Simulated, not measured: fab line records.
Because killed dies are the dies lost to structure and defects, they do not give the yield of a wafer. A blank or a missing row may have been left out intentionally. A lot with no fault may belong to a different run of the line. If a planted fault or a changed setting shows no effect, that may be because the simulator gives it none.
Matching of chambers -- flow n5-finfet -- N5_FIN_SAQP_STRIP_55 on rie-diel-01 has 4 sister chambers
The step strips in N2/H2. 18 wafers are shown with their chamber, then 9 later ones without.

== WAFERS WITH THEIR CHAMBER ==
wafer,chamber,drypump-motor-current-A (A),showerhead-plenum-p-Torr (Torr),throttle-valve-pct (%)
L074.1,0,5.1,3.55,18.53
L074.2,1,6.1,3.45,19.13
L074.3,3,5.7,3.20,19.49
L074.4,3,5.7,3.21,19.49
L074.5,0,5.2,3.55,18.51
L074.6,1,6.1,3.45,19.10
L080.1,0,5.2,3.54,18.56
L080.2,2,5.6,3.44,18.64
L080.6,2,5.6,3.44,18.63
L084.4,0,5.2,3.54,18.58
L084.5,0,5.2,3.54,18.56
L084.6,3,5.7,3.19,19.52
L085.2,3,5.7,3.19,19.54
L085.4,1,6.1,3.44,18.68
L085.5,3,5.7,3.19,19.50
L088.1,0,5.2,3.53,18.57
L088.3,1,6.1,3.44,18.70
L088.5,0,5.2,3.53,18.59

SIGNATURES (means of the wafers above)
reading,chamber 0,chamber 1,chamber 2,chamber 3,scatter within a chamber
drypump-motor-current-A,5.186,6.100,5.600,5.700,0.0247
showerhead-plenum-p-Torr,3.5400,3.4450,3.4400,3.1960,0.00765
throttle-valve-pct,18.5571,18.9025,18.6350,19.5080,0.116
Rule: distance of a wafer from a chamber = root of the sum over the readings of ((wafer's reading minus chamber's mean) / reading's scatter) squared. The wafer belongs to the nearest chamber; if the next one is less than 2 further off, it can't be placed. How the scatter is found: for the shown wafers, subtract from each reading the mean of its chamber, square and add these, divide the total by (wafers less chambers), then take the root.

== WAFERS WITH NO CHAMBER GIVEN ==
wafer,drypump-motor-current-A (A),showerhead-plenum-p-Torr (Torr),throttle-valve-pct (%)
L089.1,5.2,3.53,18.57
L089.5,5.2,3.53,18.57
L089.6,5.7,3.19,19.56
L091.2,5.6,3.44,18.64
L091.3,5.7,3.18,19.52
L091.4,5.1,3.53,18.61
L095.2,5.7,3.59,19.15
L095.3,5.5,3.43,18.67
L095.6,5.7,3.59,19.15

== WHICH CHAMBER EACH WENT THROUGH ==
wafer,from the rows above,in truth
L089.1,0,0
L089.5,0,0
L089.6,3,3
L091.2,2,2
L091.3,3,3
L091.4,0,0
L095.2,can't be placed: 2 or 0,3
L095.3,2,2
L095.6,can't be placed: 2 or 0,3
Placed correctly: 7 of 9. These rows do not allow placing 2 (true chamber among the candidates in 0). 0 placed wrongly.
